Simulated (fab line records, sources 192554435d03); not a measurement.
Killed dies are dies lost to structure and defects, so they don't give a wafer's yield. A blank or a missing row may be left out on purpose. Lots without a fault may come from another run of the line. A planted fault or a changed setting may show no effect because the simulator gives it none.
Chamber matching | flow n5_finfet | N5_ZERO_LAYER_ETCH_18 on rie_si-02: 4 sister chambers
The step etches Si in HBr/Cl2, target depth 120 nm, time 40 s. 14 wafers are shown with their chamber, then 7 later ones without.

WAFERS WITH THEIR CHAMBER
wafer  | chamber | throttle_valve_pct (%) | oes_product_au (a.u.)
L077.2 | 3       | 36.20                  | 0.979
L077.5 | 0       | 36.51                  | 0.978
L077.6 | 1       | 36.38                  | 1.010
L081.2 | 1       | 36.38                  | 1.011
L081.4 | 0       | 36.51                  | 0.988
L081.5 | 0       | 36.50                  | 0.982
L087.1 | 1       | 36.37                  | 1.002
L087.3 | 0       | 36.50                  | 0.992
L087.5 | 3       | 36.20                  | 0.992
L089.2 | 1       | 36.37                  | 1.005
L089.3 | 2       | 35.96                  | 0.975
L089.5 | 1       | 36.38                  | 1.003
L091.3 | 2       | 35.98                  | 0.976
L091.4 | 0       | 36.50                  | 0.987

SIGNATURES (means of the wafers above)
reading            | chamber 0 | chamber 1 | chamber 2 | chamber 3 | scatter within a chamber
throttle_valve_pct | 36.5040   | 36.3760   | 35.9700   | 36.2000   | 0.00663
oes_product_au     | 0.98540   | 1.00620   | 0.97550   | 0.98550   | 0.00521
Rule: a wafer's distance from a chamber is the root of the sum, over the readings, of the square of ((its reading less the chamber's mean) divided by the reading's scatter). The wafer belongs to the nearest chamber; if the next one is less than 2 further off, it can't be placed. The scatter: the root of (the sum of the squares of (reading less its chamber's mean) over the shown wafers, divided by (wafers less chambers)).

WAFERS WITHOUT THEIR CHAMBER
wafer  | throttle_valve_pct (%) | oes_product_au (a.u.)
L091.6 | 36.37                  | 1.019
L093.4 | 36.19                  | 0.985
L093.5 | 36.51                  | 0.979
L093.6 | 36.18                  | 0.994
L096.1 | 35.97                  | 0.970
L096.2 | 36.19                  | 0.985
L096.6 | 35.96                  | 0.974

WHICH CHAMBER EACH WENT THROUGH
wafer  | from the rows above | in truth
L091.6 | 1                   | 1
L093.4 | 3                   | 3
L093.5 | 0                   | 0
L093.6 | 3                   | 3
L096.1 | 2                   | 2
L096.2 | 3                   | 3
L096.6 | 2                   | 2
Placed correctly: 7 of 7. Can't be placed from these rows: 0. Placed wrongly: 0.
